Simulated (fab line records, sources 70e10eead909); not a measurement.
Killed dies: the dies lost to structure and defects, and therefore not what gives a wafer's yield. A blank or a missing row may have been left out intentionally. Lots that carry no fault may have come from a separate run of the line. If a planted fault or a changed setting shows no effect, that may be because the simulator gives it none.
Which tool is to blame? || flow nandHarc || Sampling: 11 lots, 33 wafers, 6 of 1302 route steps

WHAT EACH GAUGE READ, for each wafer
NHARC_A_CHANNEL_HOLE_D1_INSPECT_40. Usual: rawDefectCount 72, standard deviation 29.
{"lot": "L499", "measured": "day 8 22:02", "on": "defectInspect-01", "rawDefectCount": "41 69 51", "flag": ""}
{"lot": "L501", "measured": "day 9 20:06", "on": "defectInspect-02", "rawDefectCount": "45 52 53", "flag": ""}
{"lot": "L509", "measured": "day 12 21:52", "on": "defectInspect-01", "rawDefectCount": "93 1029 118", "flag": "OFF"}
{"lot": "L510", "measured": "day 13 10:28", "on": "defectInspect-02", "rawDefectCount": "56 910 40", "flag": "OFF"}
{"lot": "L511", "measured": "day 13 18:29", "on": "defectInspect-01", "rawDefectCount": "56 48 69", "flag": ""}
{"lot": "L516", "measured": "day 16 08:22", "on": "defectInspect-02", "rawDefectCount": "96 110 123", "flag": ""}
{"lot": "L517", "measured": "day 16 11:50", "on": "defectInspect-02", "rawDefectCount": "42 59 61", "flag": ""}
{"lot": "L518", "measured": "day 16 16:52", "on": "defectInspect-02", "rawDefectCount": "103 87 107", "flag": ""}
{"lot": "L519", "measured": "day 17 07:53", "on": "defectInspect-01", "rawDefectCount": "79 61 46", "flag": ""}
{"lot": "L520", "measured": "day 17 12:07", "on": "defectInspect-02", "rawDefectCount": "67 69 43", "flag": ""}
{"lot": "L521", "measured": "day 18 00:12", "on": "defectInspect-01", "rawDefectCount": "72 75 78", "flag": ""}

NHARC_END_SORT_01. Usual: killedAtArray 55, standard deviation 22; killedAtOther 0.9, standard deviation 1.2; killedAtPeriphery 3.6, standard deviation 2.3; killedDies 60, standard deviation 22; killedOpen 3.2, standard deviation 1.9; killedShort 2.5, standard deviation 1.6.
{"lot": "L509", "measured": "day 28 08:27", "on": "prober-02", "killedAtArray": "76 145 78", "killedAtOther": "0 1 1", "killedAtPeriphery": "6 11 5", "killedDies": "82 157 84", "killedOpen": "1 2 1", "killedShort": "2 1 1", "flag": ""}
{"lot": "L510", "measured": "day 28 07:37", "on": "prober-01", "killedAtArray": "22 107 22", "killedAtOther": "2 0 2", "killedAtPeriphery": "6 3 2", "killedDies": "30 110 26", "killedOpen": "4 1 2", "killedShort": "1 2 3", "flag": ""}

EACH LOT AND THE TOOL THAT RAN IT (in order: tool; ch and the chambers of the sampled wafers; start)
{"lot": "L499", "NHARC_A_CHANNEL_HOLE_D1_ETCH_38": "rieDiel-02 ch 0,1,2, day 8 12:23", "NHARC_A_CHANNEL_HOLE_D1_ETCH_25": "harEtch-01 ch 0,1, day 8 19:13", "NHARC_A_CHANNEL_HOLE_D1_ETCH_26": "harEtch-01 ch 0,1, day 8 20:05", "NHARC_A_CHANNEL_FILL_D1_ALD_03": "aldSinBatch-01 ch 0, no start"}
{"lot": "L501", "NHARC_A_CHANNEL_HOLE_D1_ETCH_38": "rieDiel-13 ch 1,2,3, day 9 11:27", "NHARC_A_CHANNEL_HOLE_D1_ETCH_25": "harEtch-01 ch 0,1, day 9 17:26", "NHARC_A_CHANNEL_HOLE_D1_ETCH_26": "harEtch-01 ch 0,1, day 9 18:12", "NHARC_A_CHANNEL_FILL_D1_ALD_03": "aldSinBatch-03 ch 0, no start"}
{"lot": "L509", "NHARC_A_CHANNEL_HOLE_D1_ETCH_38": "rieDiel-07 ch 0,2,3, day 12 10:53", "NHARC_A_CHANNEL_HOLE_D1_ETCH_25": "harEtch-02 ch 0,1, day 12 19:02", "NHARC_A_CHANNEL_HOLE_D1_ETCH_26": "harEtch-02 ch 0,1, day 12 19:55", "NHARC_A_CHANNEL_FILL_D1_ALD_03": "aldSinBatch-03 ch 0, day 28 08:27 or earlier"}
{"lot": "L510", "NHARC_A_CHANNEL_HOLE_D1_ETCH_38": "rieDiel-07 ch 0,1,2, day 13 03:22", "NHARC_A_CHANNEL_HOLE_D1_ETCH_25": "harEtch-01 ch 1, day 13 07:22", "NHARC_A_CHANNEL_HOLE_D1_ETCH_26": "harEtch-01 ch 1, day 13 08:14", "NHARC_A_CHANNEL_FILL_D1_ALD_03": "aldSinBatch-02 ch 0, day 28 07:37 or earlier"}
{"lot": "L511", "NHARC_A_CHANNEL_HOLE_D1_ETCH_38": "rieDiel-13 ch 1,2,3, day 13 10:35", "NHARC_A_CHANNEL_HOLE_D1_ETCH_25": "harEtch-01 ch 0,1, day 13 15:40", "NHARC_A_CHANNEL_HOLE_D1_ETCH_26": "harEtch-01 ch 0,1, day 13 16:32", "NHARC_A_CHANNEL_FILL_D1_ALD_03": "aldSinBatch-03 ch 0, no start"}
{"lot": "L516", "NHARC_A_CHANNEL_HOLE_D1_ETCH_38": "rieDiel-02 ch 0,1, day 16 01:33", "NHARC_A_CHANNEL_HOLE_D1_ETCH_25": "harEtch-02 ch 0,1, day 16 05:43", "NHARC_A_CHANNEL_HOLE_D1_ETCH_26": "harEtch-02 ch 0,1, day 16 06:29", "NHARC_A_CHANNEL_FILL_D1_ALD_03": "aldSinBatch-03 ch 0, no start"}
{"lot": "L517", "NHARC_A_CHANNEL_HOLE_D1_ETCH_38": "rieDiel-07 ch 1,2, day 16 02:41", "NHARC_A_CHANNEL_HOLE_D1_ETCH_25": "harEtch-01 ch 0,1, day 16 08:50", "NHARC_A_CHANNEL_HOLE_D1_ETCH_26": "harEtch-01 ch 0,1, day 16 09:30", "NHARC_A_CHANNEL_FILL_D1_ALD_03": "aldSinBatch-02 ch 0, no start"}
{"lot": "L518", "NHARC_A_CHANNEL_HOLE_D1_ETCH_38": "rieDiel-07 ch 0,1,3, day 16 10:05", "NHARC_A_CHANNEL_HOLE_D1_ETCH_25": "harEtch-02 ch 0,1, day 16 14:12", "NHARC_A_CHANNEL_HOLE_D1_ETCH_26": "harEtch-02 ch 0,1, day 16 14:59", "NHARC_A_CHANNEL_FILL_D1_ALD_03": "aldSinBatch-03 ch 0, no start"}
{"lot": "L519", "NHARC_A_CHANNEL_HOLE_D1_ETCH_38": "rieDiel-07 ch 1,2,3, day 17 01:05", "NHARC_A_CHANNEL_HOLE_D1_ETCH_25": "harEtch-01 ch 0,1, day 17 05:04", "NHARC_A_CHANNEL_HOLE_D1_ETCH_26": "harEtch-01 ch 0,1, day 17 05:58", "NHARC_A_CHANNEL_FILL_D1_ALD_03": "aldSinBatch-03 ch 0, no start"}
{"lot": "L520", "NHARC_A_CHANNEL_HOLE_D1_ETCH_38": "rieDiel-07 ch 0,1,2, day 17 02:22", "NHARC_A_CHANNEL_HOLE_D1_ETCH_25": "harEtch-01 ch 0,1, day 17 09:32", "NHARC_A_CHANNEL_HOLE_D1_ETCH_26": "harEtch-01 ch 0,1, day 17 10:12", "NHARC_A_CHANNEL_FILL_D1_ALD_03": "aldSinBatch-02 ch 0, no start"}
{"lot": "L521", "NHARC_A_CHANNEL_HOLE_D1_ETCH_38": "rieDiel-07 ch 0,1, day 17 16:21", "NHARC_A_CHANNEL_HOLE_D1_ETCH_25": "harEtch-01 ch 0, day 17 21:32", "NHARC_A_CHANNEL_HOLE_D1_ETCH_26": "harEtch-01 ch 0, day 17 22:19", "NHARC_A_CHANNEL_FILL_D1_ALD_03": "aldSinBatch-02 ch 0, no start"}
- NHARC_A_CHANNEL_HOLE_D1_ETCH_38: etches the open film in CF4, target depth 39 nm, time 65 s.
- NHARC_A_CHANNEL_HOLE_D1_ETCH_25: etches the open film in C4F8/O2/Ar, time 1040.2 s, target depth 1500 nm.
- NHARC_A_CHANNEL_HOLE_D1_ETCH_26: etches the open film in C4F8/O2/Ar, time 224.1 s, target depth 300 nm.
- NHARC_A_CHANNEL_FILL_D1_ALD_03: deposits SiNx, target thk 6 nm, pulse time 60 s, ald cycles 58.

WHAT THE TOOLS THEMSELVES READ (means of the sampled wafers that have a number; where no wafer has one, the mark that the record gives instead)
NHARC_A_CHANNEL_HOLE_D1_ETCH_38. Usual: drypumpMotorCurrentA 5.6 A, standard deviation 0.38; oesProductAu 1.004 a.u., standard deviation 0.012; rfVppV 151.1 V, standard deviation 1.2; showerheadPlenumPTorr 1.75 Torr, standard deviation 0.071; throttleValvePct 13.285 %, standard deviation 0.0086.
{"lot": "L499", "tool": "rieDiel-02", "drypumpMotorCurrentA (A)": 5.8, "oesProductAu (a.u.)": 0.997, "rfVppV (V)": 150.5, "showerheadPlenumPTorr (Torr)": 1.77, "throttleValvePct (%)": 13.289, "flag": ""}
{"lot": "L501", "tool": "rieDiel-13", "drypumpMotorCurrentA (A)": 6.2, "oesProductAu (a.u.)": 0.997, "rfVppV (V)": 151.9, "showerheadPlenumPTorr (Torr)": 1.77, "throttleValvePct (%)": 13.287, "flag": ""}
{"lot": "L509", "tool": "rieDiel-07", "drypumpMotorCurrentA (A)": 5.5, "oesProductAu (a.u.)": 1.015, "rfVppV (V)": 151.1, "showerheadPlenumPTorr (Torr)": 1.74, "throttleValvePct (%)": 13.283, "flag": ""}
{"lot": "L510", "tool": "rieDiel-07", "drypumpMotorCurrentA (A)": 5.4, "oesProductAu (a.u.)": 1.007, "rfVppV (V)": 150.7, "showerheadPlenumPTorr (Torr)": 1.77, "throttleValvePct (%)": 13.287, "flag": ""}
{"lot": "L511", "tool": "rieDiel-13", "drypumpMotorCurrentA (A)": 6.1, "oesProductAu (a.u.)": 1.000, "rfVppV (V)": 151.4, "showerheadPlenumPTorr (Torr)": 1.76, "throttleValvePct (%)": 13.282, "flag": ""}
{"lot": "L516", "tool": "rieDiel-02", "drypumpMotorCurrentA (A)": 5.9, "oesProductAu (a.u.)": 0.997, "rfVppV (V)": 151.7, "showerheadPlenumPTorr (Torr)": 1.82, "throttleValvePct (%)": 13.278, "flag": ""}
{"lot": "L517", "tool": "rieDiel-07", "drypumpMotorCurrentA (A)": 5.6, "oesProductAu (a.u.)": 0.999, "rfVppV (V)": 151.0, "showerheadPlenumPTorr (Torr)": 1.73, "throttleValvePct (%)": 13.284, "flag": ""}
{"lot": "L518", "tool": "rieDiel-07", "drypumpMotorCurrentA (A)": 5.4, "oesProductAu (a.u.)": 1.022, "rfVppV (V)": 150.6, "showerheadPlenumPTorr (Torr)": 1.76, "throttleValvePct (%)": 13.287, "flag": ""}
{"lot": "L519", "tool": "rieDiel-07", "drypumpMotorCurrentA (A)": 5.6, "oesProductAu (a.u.)": 1.018, "rfVppV (V)": 151.0, "showerheadPlenumPTorr (Torr)": 1.71, "throttleValvePct (%)": 13.280, "flag": ""}
{"lot": "L520", "tool": "rieDiel-07", "drypumpMotorCurrentA (A)": 5.4, "oesProductAu (a.u.)": 1.014, "rfVppV (V)": 151.5, "showerheadPlenumPTorr (Torr)": 1.77, "throttleValvePct (%)": 13.285, "flag": ""}
{"lot": "L521", "tool": "rieDiel-07", "drypumpMotorCurrentA (A)": 5.2, "oesProductAu (a.u.)": 1.002, "rfVppV (V)": 151.5, "showerheadPlenumPTorr (Torr)": 1.79, "throttleValvePct (%)": 13.276, "flag": ""}

NHARC_A_CHANNEL_HOLE_D1_ETCH_25. Usual: drypumpMotorCurrentA 5.8 A, standard deviation 0.34; oesAirLineAu 0.998 a.u., standard deviation 0.018; showerheadPlenumPTorr 3.66 Torr, standard deviation 0.078; throttleValvePct 32.234 %, standard deviation 0.0098.
{"lot": "L499", "tool": "harEtch-01", "drypumpMotorCurrentA (A)": 5.7, "oesAirLineAu (a.u.)": 1.005, "showerheadPlenumPTorr (Torr)": 3.73, "throttleValvePct (%)": 32.233, "flag": ""}
{"lot": "L501", "tool": "harEtch-01", "drypumpMotorCurrentA (A)": 5.7, "oesAirLineAu (a.u.)": 0.997, "showerheadPlenumPTorr (Torr)": 3.72, "throttleValvePct (%)": 32.231, "flag": ""}
{"lot": "L509", "tool": "harEtch-02", "drypumpMotorCurrentA (A)": 6.1, "oesAirLineAu (a.u.)": 1.009, "showerheadPlenumPTorr (Torr)": 3.60, "throttleValvePct (%)": 32.244, "flag": ""}
{"lot": "L510", "tool": "harEtch-01", "drypumpMotorCurrentA (A)": 5.7, "oesAirLineAu (a.u.)": 0.983, "showerheadPlenumPTorr (Torr)": 3.69, "throttleValvePct (%)": 32.232, "flag": ""}
{"lot": "L511", "tool": "harEtch-01", "drypumpMotorCurrentA (A)": 5.7, "oesAirLineAu (a.u.)": 0.999, "showerheadPlenumPTorr (Torr)": 3.69, "throttleValvePct (%)": 32.242, "flag": ""}
{"lot": "L516", "tool": "harEtch-02", "drypumpMotorCurrentA (A)": 5.7, "oesAirLineAu (a.u.)": 1.012, "showerheadPlenumPTorr (Torr)": 3.55, "throttleValvePct (%)": 32.250, "flag": ""}
{"lot": "L517", "tool": "harEtch-01", "drypumpMotorCurrentA (A)": 5.7, "oesAirLineAu (a.u.)": 1.004, "showerheadPlenumPTorr (Torr)": 3.67, "throttleValvePct (%)": 32.226, "flag": ""}
{"lot": "L518", "tool": "harEtch-02", "drypumpMotorCurrentA (A)": 5.7, "oesAirLineAu (a.u.)": 1.000, "showerheadPlenumPTorr (Torr)": 3.55, "throttleValvePct (%)": 32.230, "flag": ""}
{"lot": "L519", "tool": "harEtch-01", "drypumpMotorCurrentA (A)": 5.7, "oesAirLineAu (a.u.)": 0.995, "showerheadPlenumPTorr (Torr)": 3.66, "throttleValvePct (%)": 32.235, "flag": ""}
{"lot": "L520", "tool": "harEtch-01", "drypumpMotorCurrentA (A)": 5.7, "oesAirLineAu (a.u.)": 1.009, "showerheadPlenumPTorr (Torr)": 3.66, "throttleValvePct (%)": 32.243, "flag": ""}
{"lot": "L521", "tool": "harEtch-01", "drypumpMotorCurrentA (A)": 5.8, "oesAirLineAu (a.u.)": 0.995, "showerheadPlenumPTorr (Torr)": 3.65, "throttleValvePct (%)": 32.231, "flag": ""}

NHARC_A_CHANNEL_HOLE_D1_ETCH_26. Usual: drypumpMotorCurrentA 5.8 A, standard deviation 0.35; oesAirLineAu 1.002 a.u., standard deviation 0.02; showerheadPlenumPTorr 3.71 Torr, standard deviation 0.083; throttleValvePct 24.582 %, standard deviation 0.0098.
{"lot": "L499", "tool": "harEtch-01", "drypumpMotorCurrentA (A)": 5.7, "oesAirLineAu (a.u.)": 1.013, "showerheadPlenumPTorr (Torr)": 3.78, "throttleValvePct (%)": 24.581, "flag": ""}
{"lot": "L501", "tool": "harEtch-01", "drypumpMotorCurrentA (A)": 5.7, "oesAirLineAu (a.u.)": 1.011, "showerheadPlenumPTorr (Torr)": 3.77, "throttleValvePct (%)": 24.592, "flag": ""}
{"lot": "L509", "tool": "harEtch-02", "drypumpMotorCurrentA (A)": 6.1, "oesAirLineAu (a.u.)": 1.002, "showerheadPlenumPTorr (Torr)": 3.65, "throttleValvePct (%)": 24.577, "flag": ""}
{"lot": "L510", "tool": "harEtch-01", "drypumpMotorCurrentA (A)": 5.6, "oesAirLineAu (a.u.)": 0.983, "showerheadPlenumPTorr (Torr)": 3.74, "throttleValvePct (%)": 24.584, "flag": ""}
{"lot": "L511", "tool": "harEtch-01", "drypumpMotorCurrentA (A)": 5.8, "oesAirLineAu (a.u.)": 0.995, "showerheadPlenumPTorr (Torr)": 3.74, "throttleValvePct (%)": 24.572, "flag": ""}
{"lot": "L516", "tool": "harEtch-02", "drypumpMotorCurrentA (A)": 5.7, "oesAirLineAu (a.u.)": 1.007, "showerheadPlenumPTorr (Torr)": 3.60, "throttleValvePct (%)": 24.588, "flag": ""}
{"lot": "L517", "tool": "harEtch-01", "drypumpMotorCurrentA (A)": 5.6, "oesAirLineAu (a.u.)": 1.007, "showerheadPlenumPTorr (Torr)": 3.72, "throttleValvePct (%)": 24.578, "flag": ""}
{"lot": "L518", "tool": "harEtch-02", "drypumpMotorCurrentA (A)": 5.7, "oesAirLineAu (a.u.)": 1.012, "showerheadPlenumPTorr (Torr)": 3.59, "throttleValvePct (%)": 24.578, "flag": ""}
{"lot": "L519", "tool": "harEtch-01", "drypumpMotorCurrentA (A)": 5.7, "oesAirLineAu (a.u.)": 0.987, "showerheadPlenumPTorr (Torr)": 3.71, "throttleValvePct (%)": 24.581, "flag": ""}
{"lot": "L520", "tool": "harEtch-01", "drypumpMotorCurrentA (A)": 5.8, "oesAirLineAu (a.u.)": 0.979, "showerheadPlenumPTorr (Torr)": 3.71, "throttleValvePct (%)": 24.576, "flag": ""}
{"lot": "L521", "tool": "harEtch-01", "drypumpMotorCurrentA (A)": 5.8, "oesAirLineAu (a.u.)": 0.996, "showerheadPlenumPTorr (Torr)": 3.70, "throttleValvePct (%)": 24.577, "flag": ""}

NHARC_A_CHANNEL_FILL_D1_ALD_03. Usual: precursorPulseHeightRel 0.999, standard deviation 0.02.
{"lot": "L499", "tool": "aldSinBatch-01", "precursorPulseHeightRel": 1.012, "flag": ""}
{"lot": "L501", "tool": "aldSinBatch-03", "precursorPulseHeightRel": 0.996, "flag": ""}
{"lot": "L509", "tool": "aldSinBatch-03", "precursorPulseHeightRel": 1.001, "flag": ""}
{"lot": "L510", "tool": "aldSinBatch-02", "precursorPulseHeightRel": 1.030, "flag": ""}
{"lot": "L511", "tool": "aldSinBatch-03", "precursorPulseHeightRel": 0.965, "flag": ""}
{"lot": "L516", "tool": "aldSinBatch-03", "precursorPulseHeightRel": 1.011, "flag": ""}
{"lot": "L517", "tool": "aldSinBatch-02", "precursorPulseHeightRel": 1.001, "flag": ""}
{"lot": "L518", "tool": "aldSinBatch-03", "precursorPulseHeightRel": 0.978, "flag": ""}
{"lot": "L519", "tool": "aldSinBatch-03", "precursorPulseHeightRel": 0.987, "flag": ""}
{"lot": "L520", "tool": "aldSinBatch-02", "precursorPulseHeightRel": 0.981, "flag": ""}
{"lot": "L521", "tool": "aldSinBatch-02", "precursorPulseHeightRel": 0.995, "flag": ""}

THE ANSWER, worked out from the rows above alone
Rule: a lot is off if the mean of its wafers that have a number lies more than 3 standard deviations from the usual mean. A lot without any number at a reading at which 4 lots or more have one is off too. Any other lot the step has rows for is counted as sound. The gauges are gone through in route order, then the tools' own readings, and for those a lot's mean is taken as printed above. At the first step where some lot is off, the reading lying furthest off is the one used; lots without a number count as furthest.
Off: L509, L510 (NHARC_A_CHANNEL_HOLE_D1_INSPECT_40, rawDefectCount).
If a tool, at a process step before that reading, ran all the lots that are off and no sound lot after the first of them, it fits. The gauges at NHARC_A_CHANNEL_HOLE_D1_INSPECT_40 are tried like those tools. No candidate that was tried fits.

WHAT THE SIMULATOR PUT IN
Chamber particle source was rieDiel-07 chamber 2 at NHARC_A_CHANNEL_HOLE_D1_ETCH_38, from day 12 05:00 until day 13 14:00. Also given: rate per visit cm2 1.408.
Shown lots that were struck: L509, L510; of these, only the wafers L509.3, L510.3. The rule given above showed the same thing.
